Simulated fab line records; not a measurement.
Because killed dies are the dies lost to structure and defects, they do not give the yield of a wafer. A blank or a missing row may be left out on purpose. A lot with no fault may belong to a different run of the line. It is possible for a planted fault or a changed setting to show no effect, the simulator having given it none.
A lot that was struck, set against a sound lot -- flow n5-finfet -- 15 out of 1938 route steps
Sound: these wafers, L338.2, L338.4, L338.6. Struck: wafers L350.4, L350.5. (L350.2 of the same lot was not struck and is left out.) The cause comes at the end.
Each step with rows lists, per side, the tool, then ch with its chambers, then its first start. Under that, the readings that differ: sound wafers -- struck wafers -- difference of the means -- sigmas: that difference in standard deviations of wafers without a fault.
alike: a reading whose means differ by less than 2 such deviations, as well as words and numbers matching on both sides. not compared: withheld readings; readings where some wafer has no value; bounds like >300 that might hide an equal value; numbers whose values overlap and for which the record gives no deviation.
The two part at a step that has a row with sigmas, a row that says differs or no value, or rows on one side only. Numbers that have no deviation but don't overlap get no sigmas and don't part them. Lack of a reading on every wafer of one side parts them only where that side has two or more wafers.

first, 8 steps without rows for these wafers: N5_BEOL_M11_COAT_59 (time 60 s, resist thk 100 nm); N5_BEOL_M11_COAT_60 (time 60 s, resist thk 30 nm); N5_BEOL_M11_COAT_05 (resist thk 90 nm); N5_BEOL_M11_EBR_07; N5_BEOL_M11_SOFTBAKE_06 (time 60 s); N5_BEOL_M11_EXPOSE_08 (exposes mask M11); N5_BEOL_M11_PEB_09 (peb time 60 s); N5_BEOL_M11_DEVELOP_10 (develop time 30 s).
N5_BEOL_M11_CD_MEAS_11: the cd target is 64.1 nm.
  sound on cd-sem-01 ch 0, day 13 02:49; struck on cd-sem-02 ch 0, day 16 03:00
  alike: cd-nm
N5_BEOL_M11_OVL_MEAS_12:
  sound on overlay-01 ch 0, day 13 02:51; struck on overlay-01 ch 0, day 16 03:02
  alike: M11_OVL
N5_BEOL_M11_INSPECT_13: inspects for defects (brightfield).
  sound on defect-inspect-01, day 13 02:52; struck on defect-inspect-02, day 16 03:03
  alike: raw-defect-count
N5_BEOL_M11_DESCUM_16: chemistry O2, time 7.9 s.
  sound on rie-diel-06 ch 0,2,3, day 13 03:04; struck on rie-diel-01 ch 1,2, day 16 03:05
  alike: drypump-motor-current-A, oes-product-au, rf-vpp-V, showerhead-plenum-p-Torr, throttle-valve-pct
  not compared: rf-hours-counter-h
N5_BEOL_M11_ETCH_61: etches SiARC in CF4, target depth 39 nm, time 65 s.
  sound on rie-diel-06 ch 0,2,3, day 13 03:06; struck on rie-diel-01 ch 1,2, day 16 03:07
reading,sound,struck,difference,sigmas
etch-rf-on-time-s (s),64.9 65.9 67.1,38.6 37.2,-28.1,-18
oes-product-au (a.u.),0.73 0.66 0.62,0.79 0.91,+0.18,+3
rf-fwd-power-W (W),537.3 541.0 538.0,536.8 529.7,-5.5,-2
  alike: drypump-motor-current-A, rf-vpp-V, showerhead-plenum-p-Torr, throttle-valve-pct
  not compared: rf-hours-counter-h
N5_BEOL_M11_ETCH_62: etches SOC in N2/H2, target depth 110 nm, overetch 22 nm, time 165 s.
  sound on rie-diel-06 ch 0,2,3, day 13 03:09; struck on rie-diel-01 ch 1,2, day 16 03:10
  alike: drypump-motor-current-A, oes-product-au, rf-fwd-power-W, rf-vpp-V, showerhead-plenum-p-Torr, throttle-valve-pct
  not compared: rf-hours-counter-h
following that, these wafers have no rows for 1 step: N5_PASSIVATION_PROBE_49.

WHERE THEY PART
Within this record, at N5_BEOL_M11_ETCH_61 only. Later steps at which nothing parts them and some readings are alike: N5_BEOL_M11_ETCH_62.

WHY: whatever the simulator had introduced
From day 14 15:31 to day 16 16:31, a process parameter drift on rie-diel-01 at N5_BEOL_M11_ETCH_61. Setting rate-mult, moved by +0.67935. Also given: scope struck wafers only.
